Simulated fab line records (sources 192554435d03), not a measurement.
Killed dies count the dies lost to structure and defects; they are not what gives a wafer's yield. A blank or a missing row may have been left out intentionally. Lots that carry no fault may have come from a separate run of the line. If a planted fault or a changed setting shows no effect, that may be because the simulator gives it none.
Chamber matching | flow n5_finfet | N5_HKMG_FIN_ETCH_86 on rie_diel-01 has 4 sister chambers
The step etches SOC in N2/H2, stops on TiN, target depth 393.2 nm. 8 wafers are shown with their chamber, then 12 later ones without.

## WAFERS PAIRED WITH THEIR CHAMBERS
wafer  | chamber | showerhead_plenum_p_Torr (Torr) | rf_vpp_V (V)
L081.2 | 1       | 2.46                            | 240.2
L081.4 | 3       | 2.61                            | 241.8
L089.1 | 0       | 2.41                            | 238.4
L089.4 | 3       | 2.61                            | 242.2
L089.6 | 2       | 2.33                            | 237.3
L091.1 | 2       | 2.33                            | 236.4
L091.2 | 1       | 2.45                            | 239.8
L091.3 | 0       | 2.41                            | 240.0

## WAFERS WHOSE CHAMBER IS MISSING
wafer  | showerhead_plenum_p_Torr (Torr) | rf_vpp_V (V)
L094.2 | 2.33                            | 239.2
L094.5 | 2.33                            | 239.1
L094.6 | 2.60                            | 240.4
L095.2 | 2.45                            | 239.0
L095.4 | 2.41                            | 238.2
L095.6 | 2.33                            | 237.4
L096.1 | 2.60                            | 242.5
L096.2 | 2.45                            | 238.8
L096.3 | 2.41                            | 239.7
L097.1 | 2.45                            | 238.3
L097.2 | 2.60                            | 242.0
L097.5 | 2.45                            | 240.6

## CHAMBER TAKEN BY EACH
wafer  | from the rows above | in truth
L094.2 | 2                   | 2
L094.5 | 2                   | 2
L094.6 | 3                   | 3
L095.2 | 1                   | 1
L095.4 | 0                   | 0
L095.6 | 2                   | 2
L096.1 | 3                   | 3
L096.2 | 1                   | 1
L096.3 | 0                   | 0
L097.1 | 1                   | 1
L097.2 | 3                   | 3
L097.5 | 1                   | 1
12 of 12 placed correctly. Not placeable from these rows: 0. Number placed wrongly: 0.
How it was worked out, from the rows above alone: a wafer's distance from a chamber is the root of the sum, over the readings, of the square of ((its reading less the chamber's mean) divided by the reading's scatter). The wafer belongs to the nearest chamber; if the next one is less than 2 further off, it can't be placed. A chamber's mean is the mean of its shown wafers. The scatter: the root of (the sum of the squares of (reading less its chamber's mean) over the shown wafers, divided by (wafers less chambers)).
